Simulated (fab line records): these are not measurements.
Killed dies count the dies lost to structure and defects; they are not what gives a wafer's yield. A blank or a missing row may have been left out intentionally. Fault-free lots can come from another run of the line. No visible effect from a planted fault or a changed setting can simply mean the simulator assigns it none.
Which tool did it? + flow nand-harc + 15 lots, 43 wafers sampled, at 4 steps of a route of 1159

## WHAT THE GAUGES READ, wafer by wafer
NHARC_P_M0_OVL_MEAS_10: pitch 180 nm. Usual: overlay-x-nm 0.0 nm, standard deviation 0.88; overlay-y-nm 0.1 nm, standard deviation 0.87.
| lot  | measured     | on         | overlay-x-nm (nm) | overlay-y-nm (nm) | flag |
|------|--------------|------------|-------------------|-------------------|------|
| L532 | day 5 21:08  | overlay-02 | 0.5 0.4 0.9       | 0.2 0.1 0.5       |      |
| L533 | day 5 21:38  | overlay-02 | -0.3 -0.7 -0.5    | 0.6 0.6 0.5       |      |
| L534 | day 6 04:14  | overlay-01 | -0.3 -0.9 -1.2    | 0.6 0.7 0.8       |      |
| L541 | day 7 19:32  | overlay-02 | 1.5 1.6           | -0.3 -0.1         |      |
| L542 | day 8 08:01  | overlay-02 | -2.7 -2.7 -2.2    | -0.1 0.1 -0.1     |      |
| L543 | day 8 12:22  | overlay-01 | -1.1 -0.7         | 0.1 0.1           |      |
| L546 | day 8 21:35  | overlay-02 | -0.6 -0.2 -0.3    | 0.0 -0.7 -0.8     |      |
| L545 | day 9 03:43  | overlay-01 | -0.2 0.1 -0.3     | -0.6 -1.4 0.0     |      |
| L547 | day 9 18:17  | overlay-02 | 0.2 0.6 0.6       | -1.7 -1.7 -2.1    |      |
| L548 | day 10 01:32 | overlay-02 | 0.6 0.3 -0.2      | 2.3 1.5 1.5       |      |
| L551 | day 10 09:50 | overlay-02 | -0.4 0.1 -0.5     | 0.6 0.7 0.1       |      |
| L550 | day 10 10:58 | overlay-02 | -0.3 -0.6 -0.6    | 0.6 0.3 0.0       |      |
| L553 | day 10 20:25 | overlay-01 | 0.2 -0.2 0.7      | 0.1 -0.3 -0.5     |      |
| L554 | day 11 10:50 | overlay-01 | -1.4 -1.5 -0.9    | -1.0 -0.7 -0.4    |      |
| L555 | day 11 11:13 | overlay-01 | 0.8 0.6 0.7       | 0.9 0.7 0.5       |      |

## EACH LOT AND THE TOOL THAT RAN IT (in order: tool; ch and the chambers of the sampled wafers; start)
| lot  | NHARC_P_GATE_STRIP_76                | NHARC_P_CONTACT_CMP_01        | NHARC_P_CONTACT_PRE_CLEAN_39 |
|------|--------------------------------------|-------------------------------|------------------------------|
| L532 | plasma-asher-02 ch 0,1, day 5 10:19  | cmp-02 ch 0,1, day 5 15:23    | pvd-sputter-02, day 5 17:58  |
| L533 | plasma-asher-02 ch 0,1, day 5 10:59  | cmp-03 ch 0,2,3, day 5 15:49  | pvd-sputter-02, day 5 18:26  |
| L534 | plasma-asher-01 ch 0, day 5 17:10    | cmp-03 ch 1,2, day 5 22:01    | pvd-sputter-03, day 6 00:41  |
| L541 | plasma-asher-01 ch 1, day 7 09:05    | cmp-02 ch 0,3, day 7 14:05    | pvd-sputter-02, day 7 16:53  |
| L542 | plasma-asher-02 ch 0,1, day 7 21:41  | cmp-03 ch 1,2,3, day 8 02:52  | pvd-sputter-02, day 8 05:34  |
| L543 | plasma-asher-02 ch 0,1, day 8 02:23  | cmp-02 ch 1,2, day 8 07:13    | pvd-sputter-02, day 8 09:54  |
| L546 | plasma-asher-02 ch 0,1, day 8 11:44  | cmp-02 ch 0,1,2, day 8 16:25  | pvd-sputter-03, day 8 18:56  |
| L545 | plasma-asher-01 ch 0,1, day 8 16:25  | cmp-03 ch 0,1,3, day 8 21:28  | pvd-sputter-01, day 9 00:01  |
| L547 | plasma-asher-02 ch 0,1, day 9 03:36  | cmp-03 ch 0,3, day 9 08:23    | pvd-sputter-01, day 9 11:03  |
| L548 | plasma-asher-01 ch 1, day 9 10:23    | cmp-02 ch 0,2, day 9 16:20    | pvd-sputter-03, day 9 19:06  |
| L551 | plasma-asher-01 ch 0,1, day 9 21:03  | cmp-03 ch 0,1,3, day 10 01:58 | pvd-sputter-03, day 10 04:53 |
| L550 | plasma-asher-02 ch 0,1, day 9 22:28  | cmp-04 ch 0,3, day 10 03:11   | pvd-sputter-01, day 10 05:59 |
| L553 | plasma-asher-02 ch 0,1, day 10 09:01 | cmp-03 ch 0,1,3, day 10 14:28 | pvd-sputter-01, day 10 17:46 |
| L554 | plasma-asher-02 ch 1, day 11 00:41   | cmp-02 ch 0,1,2, day 11 05:32 | pvd-sputter-03, day 11 08:20 |
| L555 | plasma-asher-01 ch 0,1, day 11 00:56 | cmp-04 ch 1,2, day 11 05:58   | pvd-sputter-03, day 11 08:47 |
- NHARC_P_GATE_STRIP_76: strips in O2.
- NHARC_P_CONTACT_CMP_01: polishes SiO2, target thk 200 nm.
- NHARC_P_CONTACT_PRE_CLEAN_39: time 19.5 s.

## WHAT THE TOOLS THEMSELVES READ (means of the sampled wafers that have a number; where no wafer has one, the mark that the record gives instead)
NHARC_P_GATE_STRIP_76. Usual: drypump-motor-current-A 5.8 A, standard deviation 0.58; heater-power-w 327 W, standard deviation 17.
| lot  | tool            | drypump-motor-current-A (A) | heater-power-w (W) | flag |
|------|-----------------|-----------------------------|--------------------|------|
| L532 | plasma-asher-02 | 5.6                         | 322                |      |
| L533 | plasma-asher-02 | 5.6                         | 315                |      |
| L534 | plasma-asher-01 | 5.8                         | 349                |      |
| L541 | plasma-asher-01 | 5.9                         | 338                |      |
| L542 | plasma-asher-02 | 6.1                         | 322                |      |
| L543 | plasma-asher-02 | 5.8                         | 326                |      |
| L546 | plasma-asher-02 | 6.1                         | 324                |      |
| L545 | plasma-asher-01 | 5.9                         | 339                |      |
| L547 | plasma-asher-02 | 5.6                         | 304                |      |
| L548 | plasma-asher-01 | 5.9                         | 344                |      |
| L551 | plasma-asher-01 | 5.8                         | 339                |      |
| L550 | plasma-asher-02 | 6.1                         | 302                |      |
| L553 | plasma-asher-02 | 6.1                         | 304                |      |
| L554 | plasma-asher-02 | 6.6                         | 303                |      |
| L555 | plasma-asher-01 | 5.9                         | 347                |      |

NHARC_P_CONTACT_CMP_01. Usual: motor-current-A 11.8 A, standard deviation 1.3.
| lot  | tool   | motor-current-A (A) | flag |
|------|--------|---------------------|------|
| L532 | cmp-02 | 11.6                |      |
| L533 | cmp-03 | 12.0                |      |
| L534 | cmp-03 | 12.1                |      |
| L541 | cmp-02 | 10.2                |      |
| L542 | cmp-03 | 11.5                |      |
| L543 | cmp-02 | 11.9                |      |
| L546 | cmp-02 | 11.9                |      |
| L545 | cmp-03 | 12.3                |      |
| L547 | cmp-03 | 11.1                |      |
| L548 | cmp-02 | 11.2                |      |
| L551 | cmp-03 | 11.9                |      |
| L550 | cmp-04 | 11.2                |      |
| L553 | cmp-03 | 12.1                |      |
| L554 | cmp-02 | 12.1                |      |
| L555 | cmp-04 | 11.5                |      |

## THE ANSWER, worked out from the rows above alone
Rule: take the mean of a lot's wafers that have a number; if it is more than 3 standard deviations from the usual mean, the lot is off. A lot without any number at a reading at which 4 lots or more have one is off too. Where the step has rows for the other lots, those lots are counted as sound. First the gauges in route order, then the tools' own readings, where a lot's mean is used as printed above. The first step at which some lot is off is used, and at that step the reading that is off furthest; a lot without a number counts as furthest.
No lot is off on any of the readings shown, so nothing can be concluded from this.

## WHAT THE SIMULATOR HAD INSERTED
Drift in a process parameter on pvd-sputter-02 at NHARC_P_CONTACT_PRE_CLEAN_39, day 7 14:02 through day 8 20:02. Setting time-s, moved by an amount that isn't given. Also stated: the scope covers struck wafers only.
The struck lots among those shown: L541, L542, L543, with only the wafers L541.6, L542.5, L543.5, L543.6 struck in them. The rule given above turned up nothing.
